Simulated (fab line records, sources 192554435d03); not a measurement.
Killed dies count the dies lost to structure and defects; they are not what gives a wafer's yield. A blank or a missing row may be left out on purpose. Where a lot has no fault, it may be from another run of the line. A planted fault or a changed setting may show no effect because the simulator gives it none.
Comparing a struck lot with a sound one	flow n5Finfet	38 steps out of a route of 1938
Sound: these wafers, L594.2, L594.3, L594.4. Struck: wafer L599.1 (L599.2, L599.3, from the same lot, were not struck and are left out); the cause is given at the end.
Each step with rows lists, per side, the tool, then ch with its chambers, then its first start. Under that, the readings that differ: sound wafers	struck wafers	difference of the means	sigmas: that difference in standard deviations of wafers without a fault.
alike: a reading whose means differ by less than 2 such deviations, as well as words and numbers matching on both sides. not compared: withheld readings; readings where some wafer has no value; bounds like >300 that might hide an equal value; numbers whose values overlap and for which the record gives no deviation.
Wherever a step has rows on one side only, a row that says differs or no value, or a row with sigmas, the two part there. When numbers do not overlap yet have no deviation, they are printed without sigmas and do not part them. A reading missing from all wafers of one side parts the sides only when that side holds two or more wafers.

first, 9 steps without rows for these wafers: N5_BEOL_M4_ANNEAL_95 (time 240 s); N5_BEOL_M4_SPUTTER_96 (material Cu, target thk 4.5 nm, time 8.29 s); N5_BEOL_M4_ECD_50 (material Cu, target thk 300 nm); N5_BEOL_M4_ANNEAL_51 (time 90 s); N5_BEOL_M4_CMP_52 (polishes, stops on SiOC, t overpolish 6.8 s, target thk 40 nm); N5_BEOL_M4_PRE_CLEAN_60 (time 15 s); N5_BEOL_M4_CO_CAP_55 (material Co, precursor CCTBA/H2, target thk 2 nm, time 102.1 s); N5_BEOL_M4_PRE_CLEAN_56 (time 15 s); N5_BEOL_M4_DEP_57 (deposits SiCN from 3MS/NH3, target thk 8 nm, time 14 s).
N5_BEOL_M4_RC_MEAS_101:
  sound on prober-02 ch 0, day 10 00:24; struck on prober-02 ch 0, day 11 05:47
reading	sound	struck	difference	sigmas
DIBL_N (mV/V)	37.2 35.7 41.9	31.9	-6.4	-3
DIBL_P (mV/V)	35.4 34.5 39.8	29.6	-7.0	-3
IOFF_N (nA/um)	0.16 0.14 0.30	0.10	-0.10	-2
IOFF_P (nA/um)	0.23 0.22 0.32	0.13	-0.13	-3
SS_N (mV/dec)	71.5 71.5 74.6	70.3	-2.2	-3
SS_P (mV/dec)	73.1 72.7 75.0	71.8	-1.8	-2
VT_N (mV)	251 248 242	257	+10	+2
VT_P (mV)	-246.9 -248.2 -244.9	-255.3	-8.6	-3
  alike: ION_N, ION_P
then, 24 steps without rows for these wafers: N5_BEOL_M5_ILD_DEP_00 (deposits SiCOH lowk from DEMS/porogen, target thk 140.64 nm, time 25.9 s); N5_BEOL_M5_CURE_79 (cures SiCOH lowk, time 240 s); N5_BEOL_M5_PECVD_70 (deposits SiO2 from TEOS/O2, target thk 16 nm, time 18 s); N5_BEOL_M5_HM_DEP_02 (deposits TiN, target thk 20 nm); N5_BEOL_M5_COAT_59 (time 60 s, resist thk 60 nm); N5_BEOL_M5_COAT_60 (time 60 s, resist thk 12 nm); N5_BEOL_M5_COAT_71 (time 60 s, resist thk 5 nm); N5_BEOL_M5_COAT_05 (resist thk 30 nm); N5_BEOL_M5_EBR_07; N5_BEOL_M5_SOFTBAKE_06 (time 60 s); N5_BEOL_M5_EXPOSE_08 (exposes mask M5, target cd 28 nm); N5_BEOL_M5_PEB_09 (peb time 60 s); N5_BEOL_M5_DEVELOP_10 (develop time 30 s); N5_BEOL_M5_DESCUM_16 (chemistry O2, time 7 s); N5_BEOL_M5_ETCH_72 (etches underlayer in N2/H2, target depth 6.5 nm, time 5.2 s); N5_BEOL_M5_ETCH_61 (etches SiARC in CF4, target depth 15.6 nm, time 26 s); N5_BEOL_M5_ETCH_62 (etches SOC in N2/H2, target depth 75 nm, overetch 15 nm, time 112.5 s); N5_BEOL_M5_STRIP_63 (strips in N2/H2); N5_BEOL_M5_STRIP_73 (strips in N2/H2); N5_BEOL_M5_STRIP_64 (strips in CF4); N5_BEOL_M5_HM_OPEN_17 (chemistry Cl2/BCl3, target TiN, target depth 20 nm, overetch 6 nm); N5_BEOL_M5_STRIP_19 (strips in O2); N5_BEOL_M5_COAT_65 (time 60 s, resist thk 60 nm); N5_BEOL_M5_COAT_66 (time 60 s, resist thk 12 nm).
N5_BEOL_M10_ILD_DEP_00: deposits SiCOH lowk from DEMS/porogen, target thk 308.51 nm, time 58 s.
  sound on pecvd-01 ch 0,1,2, day 12 00:38; struck on pecvd-01 ch 2, day 13 02:37
reading	sound	struck	difference	sigmas
runLengthS (s)	101.2 100.1 101.4	148.0	+47.1	+75
model.SiCOH_lowk_of_BEOL_M10_ILD_DEP_00.thkNm (nm)	307.2 307.8 302	542.8	+237.1	
  alike: heaterPowerW, showerheadPlenumPTorr, throttleValvePct
N5_BEOL_M10_THK_MEAS_01:
  sound: filmMetro-02 at day 12 01:13; struck: filmMetro-02 at day 13 03:12
reading	sound	struck	difference	sigmas
M10_ILD_THK (nm)	267 268 262	478	+212	+53
N5_BEOL_M10_CMP_52: polishes, stops on SiCOH lowk, t overpolish 7 s, target thk 140 nm.
  sound on cmp-04 ch 0,1,2, day 12 08:16; struck on cmp-03 ch 0, day 13 11:10
reading	sound	struck	difference	sigmas
motorCurrentA (A)	7.3 7.2 6.9	5.2	-1.9	-3
model.SiCOH_lowk_of_BEOL_M10_ILD_DEP_00.thkNm (nm)	264 264.4 259.2	474.6	+212.1	
  alike: clearingPlatenDownForcePsi, platenRpm, retainingRingPressureFrac
-- here the record skips 2 days between the struck wafers' starts before and after, leaving off in module BEOL_M10 and picking up in module PASSIVATION (first step shown: number 1936 of the route) --
N5_PASSIVATION_PROBE_49:
  record: rows for the struck wafers here (prober-01, day 15 17:39), none for the sound ones

== WHERE THEY PART ==
First at N5_BEOL_M4_RC_MEAS_101; last, within this record, at N5_PASSIVATION_PROBE_49.

WHY: what had been put in by the simulator
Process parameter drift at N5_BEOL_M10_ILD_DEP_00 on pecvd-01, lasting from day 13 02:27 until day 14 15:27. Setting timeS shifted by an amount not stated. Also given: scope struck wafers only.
